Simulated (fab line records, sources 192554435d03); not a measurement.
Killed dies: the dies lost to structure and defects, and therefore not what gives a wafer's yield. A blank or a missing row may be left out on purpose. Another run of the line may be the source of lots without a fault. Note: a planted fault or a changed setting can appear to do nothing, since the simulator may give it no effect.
Which of the tools did it? | flow n5 finfet | 72 wafers from 24 lots sampled at 5 of the route's 1938 steps

## WHAT THE GAUGES READ, wafer by wafer
N5_BEOL_M12_OVL_MEAS_29. Usual: M12_OVL gives 2 nm (standard deviation 5.1).
lot  | measured     | on         | M12_OVL (nm) | flag
L074 | day 10 21:07 | overlay-01 | -6 7 2       |
L076 | day 11 13:28 | overlay-01 | -1 1 -1      |
L078 | day 12 05:04 | overlay-01 | -1 12 1      |
L075 | day 12 08:43 | overlay-02 | 3 1 2        |
L077 | day 12 15:35 | overlay-01 | -3 3 1       |
L083 | day 13 05:38 | overlay-02 | 6 -2 5       |
L079 | day 13 12:08 | overlay-02 | -1 10 2      |
L080 | day 13 18:42 | overlay-01 | -6 0 -2      |
L081 | day 13 18:59 | overlay-02 | -5 0 -1      |
L084 | day 14 04:48 | overlay-01 | 5 2 9        |
L082 | day 14 07:06 | overlay-01 | 5 8 4        |
L087 | day 14 12:29 | overlay-01 | -1 9 8       |
L085 | day 14 17:17 | overlay-02 | -6 7 -8      |
L086 | day 15 00:18 | overlay-02 | 3 4 6        |
L088 | day 15 02:25 | overlay-02 | 4 0 5        |
L090 | day 15 06:20 | overlay-02 | 5 -8 8       |
L089 | day 15 13:14 | overlay-01 | 3 4 4        |
L091 | day 16 02:34 | overlay-01 | 3 8 2        |
L092 | day 16 03:28 | overlay-01 | 10 -4 9      |
L093 | day 16 06:20 | overlay-02 | 13 1 7       |
L096 | day 16 08:58 | overlay-02 | -4 5 5       |
L095 | day 16 16:47 | overlay-02 | 3 -2 -2      |
L094 | day 16 17:31 | overlay-02 | 14 6 5       |
L097 | day 17 14:55 | overlay-02 | -7 -2 -7     |

N5_BEOL_M14_INSPECT_12: inspects for defects (macro). Usual: 1.9 for raw defect count, sd 1.4.
lot  | measured     | on                | raw defect count | flag
L074 | day 11 06:29 | defect inspect-01 | 3 2 4            |
L076 | day 12 03:39 | defect inspect-01 | 0 2 0            |
L078 | day 12 13:36 | defect inspect-02 | 2 2 4            |
L075 | day 12 19:32 | defect inspect-02 | 4 1 1            |
L077 | day 13 00:07 | defect inspect-01 | 1 5 1            |
L083 | day 13 13:53 | defect inspect-01 | 2 0 4            |
L079 | day 14 01:50 | defect inspect-02 | 3 3 0            |
L080 | day 14 04:23 | defect inspect-01 | 4 1 2            |
L081 | day 14 08:14 | defect inspect-02 | 0 1 3            |
L084 | day 14 17:16 | defect inspect-01 | 1 1 2            |
L082 | day 14 17:26 | defect inspect-01 | 4 0 1            |
L087 | day 14 21:33 | defect inspect-02 | 2 0 4            |
L085 | day 15 07:10 | defect inspect-02 | 2 5 3            |
L086 | day 15 10:52 | defect inspect-02 | 3 2 1            |
L088 | day 15 11:01 | defect inspect-01 | 3 0 0            |
L090 | day 15 17:29 | defect inspect-02 | 3 3 2            |
L089 | day 16 01:01 | defect inspect-02 | 2 3 1            |
L091 | day 16 18:29 | defect inspect-02 | 4 1 1            |
L092 | day 16 17:08 | defect inspect-02 | 3 0 1            |
L093 | day 16 19:02 | defect inspect-01 | 1 1 6            |
L096 | day 16 19:41 | defect inspect-02 | 1 0 2            |
L095 | day 17 01:14 | defect inspect-02 | 2 1 2            |
L094 | day 17 03:04 | defect inspect-02 | 1 1 2            |
L097 | day 18 02:18 | defect inspect-01 | 0 0 1            |

## TOOL THAT RAN EACH LOT (tool first, then ch and the chambers of the sampled wafers, then the start)
lot  | N5_BEOL_M12_ETCH_68                | N5_BEOL_M13_SPUTTER_43       | N5_BEOL_M13_SPUTTER_44
L074 | rie diel-03 ch 0,1,3, day 10 21:35 | pvd sputter-02, day 11 04:23 | pvd sputter-02, day 11 04:28
L076 | rie diel-03 ch 0,2, day 11 13:43   | pvd sputter-01, day 12 01:35 | pvd sputter-01, day 12 01:40
L078 | rie diel-01 ch 0,1, day 12 05:24   | pvd sputter-01, day 12 11:47 | pvd sputter-01, day 12 11:52
L075 | rie diel-01 ch 1,2, day 12 09:00   | pvd sputter-01, day 12 17:45 | pvd sputter-01, day 12 17:50
L077 | rie diel-06 ch 0,2,3, day 12 15:50 | pvd sputter-03, day 12 22:20 | pvd sputter-03, day 12 22:25
L083 | rie diel-06 ch 1,2, day 13 05:53   | pvd sputter-02, day 13 11:59 | pvd sputter-02, day 13 12:04
L079 | rie diel-06 ch 0,1,2, day 13 12:22 | pvd sputter-03, day 13 23:54 | pvd sputter-03, day 13 23:59
L080 | rie diel-06 ch 0,1,2, day 13 18:56 | pvd sputter-02, day 14 02:34 | pvd sputter-02, day 14 02:39
L081 | rie diel-01 ch 0,1,3, day 13 19:25 | pvd sputter-02, day 14 06:03 | pvd sputter-02, day 14 06:08
L084 | rie diel-06 ch 0,1,2, day 14 05:02 | pvd sputter-03, day 14 15:02 | pvd sputter-03, day 14 15:07
L082 | rie diel-03 ch 0,3, day 14 07:20   | pvd sputter-03, day 14 15:34 | pvd sputter-03, day 14 15:38
L087 | rie diel-06 ch 1,2,3, day 14 12:44 | pvd sputter-01, day 14 19:37 | pvd sputter-01, day 14 19:42
L085 | rie diel-01 ch 2,3, day 14 17:46   | pvd sputter-03, day 15 05:16 | pvd sputter-03, day 15 05:20
L086 | rie diel-01 ch 0,2,3, day 15 00:32 | pvd sputter-03, day 15 08:58 | pvd sputter-03, day 15 09:02
L088 | rie diel-06 ch 0,1,3, day 15 02:44 | pvd sputter-02, day 15 08:59 | pvd sputter-02, day 15 09:04
L090 | rie diel-06 ch 0,2,3, day 15 06:35 | pvd sputter-02, day 15 15:31 | pvd sputter-02, day 15 15:35
L089 | rie diel-06 ch 0,1,2, day 15 13:35 | pvd sputter-01, day 15 23:07 | pvd sputter-01, day 15 23:12
L091 | rie diel-01 ch 0,1, day 16 02:52   | pvd sputter-01, day 16 16:35 | pvd sputter-01, day 16 16:40
L092 | rie diel-06 ch 0,1, day 16 03:42   | pvd sputter-01, day 16 15:20 | pvd sputter-01, day 16 15:25
L093 | rie diel-06 ch 0,1,3, day 16 06:35 | pvd sputter-01, day 16 17:08 | pvd sputter-01, day 16 17:13
L096 | rie diel-01 ch 0,1, day 16 09:16   | pvd sputter-01, day 16 17:55 | pvd sputter-01, day 16 18:00
L095 | rie diel-03 ch 0,1,2, day 16 17:07 | pvd sputter-03, day 16 23:19 | pvd sputter-03, day 16 23:24
L094 | rie diel-01 ch 0,1,2, day 16 17:53 | pvd sputter-03, day 17 01:04 | pvd sputter-03, day 17 01:08
L097 | rie diel-03 ch 0,1,3, day 17 15:10 | pvd sputter-02, day 18 00:17 | pvd sputter-02, day 18 00:22
- N5_BEOL_M12_ETCH_68: etches SOC in N2/H2, time 285 s.
- N5_BEOL_M13_SPUTTER_43: material TaN, target thk 15 nm, time 24.19 s.
- N5_BEOL_M13_SPUTTER_44: material Ta, target thk 10 nm, time 16.13 s.

## AS READ BY THE TOOLS THEMSELVES (means over the sampled wafers that have a number; for cases with no such wafer, the mark the record gives instead)
N5_BEOL_M12_ETCH_68. Usual: drypump motor current A 5.8 A, standard deviation 0.44; oes product au 0.77 a.u., standard deviation 0.064; rf vpp V 523.7 V, standard deviation 2.2; showerhead plenum p Torr 2.54 Torr, standard deviation 0.074; temp c 40.01 C, standard deviation 0.095; throttle valve pct 17.9 %, standard deviation 0.31.
lot  | tool        | drypump motor current A (A) | oes product au (a.u.) | rf vpp V (V) | showerhead plenum p Torr (Torr) | temp c (C) | throttle valve pct (%) | flag
L074 | rie diel-03 | 5.6                         | 0.75                  | 524.4        | 2.56                            | 39.90      | 17.9                   |
L076 | rie diel-03 | 5.9                         | 0.72                  | 526.8        | 2.62                            | 40.13      | 18.1                   |
L078 | rie diel-01 | 5.5                         | 0.82                  | 522.2        | 2.50                            | 39.90      | 17.9                   |
L075 | rie diel-01 | 5.8                         | 0.73                  | 525.6        | 2.60                            | 39.97      | 17.9                   |
L077 | rie diel-06 | 6.0                         | 0.75                  | 523.8        | 2.53                            | 40.07      | 17.9                   |
L083 | rie diel-06 | 6.2                         | 0.76                  | 521.6        | 2.47                            | 40.02      | 18.1                   |
L079 | rie diel-06 | 6.1                         | 0.74                  | 522.4        | 2.49                            | 39.97      | 18.0                   |
L080 | rie diel-06 | 6.2                         | 0.74                  | 522.2        | 2.49                            | 40.08      | 18.0                   |
L081 | rie diel-01 | 5.7                         | 0.81                  | 522.4        | 2.50                            | 40.02      | 17.7                   |
L084 | rie diel-06 | 6.1                         | 0.73                  | 522.8        | 2.49                            | 40.07      | 18.0                   |
L082 | rie diel-03 | 5.4                         | 0.96                  | 527.8        | 2.67                            | 40.03      | 17.6                   |
L087 | rie diel-06 | 6.0                         | 0.75                  | 522.0        | 2.50                            | 40.07      | 18.0                   |
L085 | rie diel-01 | 6.0                         | 0.74                  | 524.2        | 2.57                            | 40.02      | 17.9                   |
L086 | rie diel-01 | 5.8                         | 0.77                  | 523.4        | 2.52                            | 40.04      | 17.9                   |
L088 | rie diel-06 | 5.6                         | 0.76                  | 522.5        | 2.50                            | 39.97      | 17.9                   |
L090 | rie diel-06 | 6.0                         | 0.73                  | 524.0        | 2.52                            | 40.01      | 17.9                   |
L089 | rie diel-06 | 6.1                         | 0.72                  | 522.2        | 2.49                            | 40.04      | 18.1                   |
L091 | rie diel-01 | 5.5                         | 0.78                  | 522.6        | 2.49                            | 40.02      | 18.0                   |
L092 | rie diel-06 | 5.8                         | 0.73                  | 521.6        | 2.49                            | 40.10      | 18.0                   |
L093 | rie diel-06 | 5.7                         | 0.75                  | 522.7        | 2.50                            | 39.93      | 17.9                   |
L096 | rie diel-01 | 5.5                         | 0.77                  | 523.2        | 2.51                            | 39.96      | 17.8                   |
L095 | rie diel-03 | 5.8                         | 0.82                  | 525.7        | 2.63                            | 40.04      | 17.7                   |
L094 | rie diel-01 | 5.6                         | 0.84                  | 523.7        | 2.54                            | 40.01      | 17.8                   |
L097 | rie diel-03 | 5.6                         | 0.86                  | 526.3        | 2.65                            | 40.13      | 17.6                   |

N5_BEOL_M13_SPUTTER_43. Usual: substrate temp c 50.01 C, standard deviation 0.12; throttle valve pct 29.5 %, standard deviation 0.76.
lot  | tool           | substrate temp c (C) | throttle valve pct (%) | flag
L074 | pvd sputter-02 | 49.98                | 29.9                   |
L076 | pvd sputter-01 | 50.04                | 29.7                   |
L078 | pvd sputter-01 | 50.03                | 28.9                   |
L075 | pvd sputter-01 | 50.10                | 29.6                   |
L077 | pvd sputter-03 | 49.90                | 29.0                   |
L083 | pvd sputter-02 | 50.00                | 29.3                   |
L079 | pvd sputter-03 | 50.13                | 29.3                   |
L080 | pvd sputter-02 | 49.85                | 28.5                   |
L081 | pvd sputter-02 | 49.97                | 29.2                   |
L084 | pvd sputter-03 | 50.04                | 29.5                   |
L082 | pvd sputter-03 | 50.05                | 29.2                   |
L087 | pvd sputter-01 | 49.85                | 30.1                   |
L085 | pvd sputter-03 | 50.07                | 29.1                   |
L086 | pvd sputter-03 | 50.03                | 29.6                   |
L088 | pvd sputter-02 | 49.94                | 29.2                   |
L090 | pvd sputter-02 | 50.03                | 29.8                   |
L089 | pvd sputter-01 | 50.06                | 29.5                   |
L091 | pvd sputter-01 | 50.02                | 29.0                   |
L092 | pvd sputter-01 | 49.95                | 29.4                   |
L093 | pvd sputter-01 | 50.01                | 29.9                   |
L096 | pvd sputter-01 | 50.08                | 29.7                   |
L095 | pvd sputter-03 | 50.01                | 29.4                   |
L094 | pvd sputter-03 | 50.00                | 29.1                   |
L097 | pvd sputter-02 | 49.99                | 29.1                   |

N5_BEOL_M13_SPUTTER_44. Usual: substrate temp c 50.00 C, standard deviation 0.11; throttle valve pct 29.5 %, standard deviation 0.77.
lot  | tool           | substrate temp c (C) | throttle valve pct (%) | flag
L074 | pvd sputter-02 | 50.06                | 29.9                   |
L076 | pvd sputter-01 | 49.94                | 29.8                   |
L078 | pvd sputter-01 | 50.11                | 28.8                   |
L075 | pvd sputter-01 | 50.15                | 29.6                   |
L077 | pvd sputter-03 | 49.95                | 29.0                   |
L083 | pvd sputter-02 | 50.05                | 29.4                   |
L079 | pvd sputter-03 | 49.99                | 29.4                   |
L080 | pvd sputter-02 | 50.00                | 28.3                   |
L081 | pvd sputter-02 | 50.01                | 29.2                   |
L084 | pvd sputter-03 | 49.98                | 29.7                   |
L082 | pvd sputter-03 | 49.97                | 29.1                   |
L087 | pvd sputter-01 | 50.10                | 30.1                   |
L085 | pvd sputter-03 | 50.02                | 29.1                   |
L086 | pvd sputter-03 | 50.06                | 29.4                   |
L088 | pvd sputter-02 | 49.86                | 29.2                   |
L090 | pvd sputter-02 | 49.90                | 29.8                   |
L089 | pvd sputter-01 | 49.97                | 29.3                   |
L091 | pvd sputter-01 | 49.97                | 29.0                   |
L092 | pvd sputter-01 | 49.93                | 29.2                   |
L093 | pvd sputter-01 | 50.00                | 29.9                   |
L096 | pvd sputter-01 | 50.03                | 29.8                   |
L095 | pvd sputter-03 | 50.01                | 29.3                   |
L094 | pvd sputter-03 | 50.00                | 29.2                   |
L097 | pvd sputter-02 | 49.98                | 29.1                   |

## THE ANSWER, worked out from the rows above alone
Rule: a lot is off if the mean of its wafers that have a number lies more than 3 standard deviations from the usual mean. A lot without any number at a reading at which 4 lots or more have one is off too. Where the step has rows for the other lots, those lots are counted as sound. First the gauges in route order, then the tools' own readings, where a lot's mean is used as printed above. At the first step where some lot is off, the reading lying furthest off is the one used; lots without a number count as furthest.
No lot is off at any reading shown: from this, nothing can be told.

## WHAT WAS PUT IN BY THE SIMULATOR
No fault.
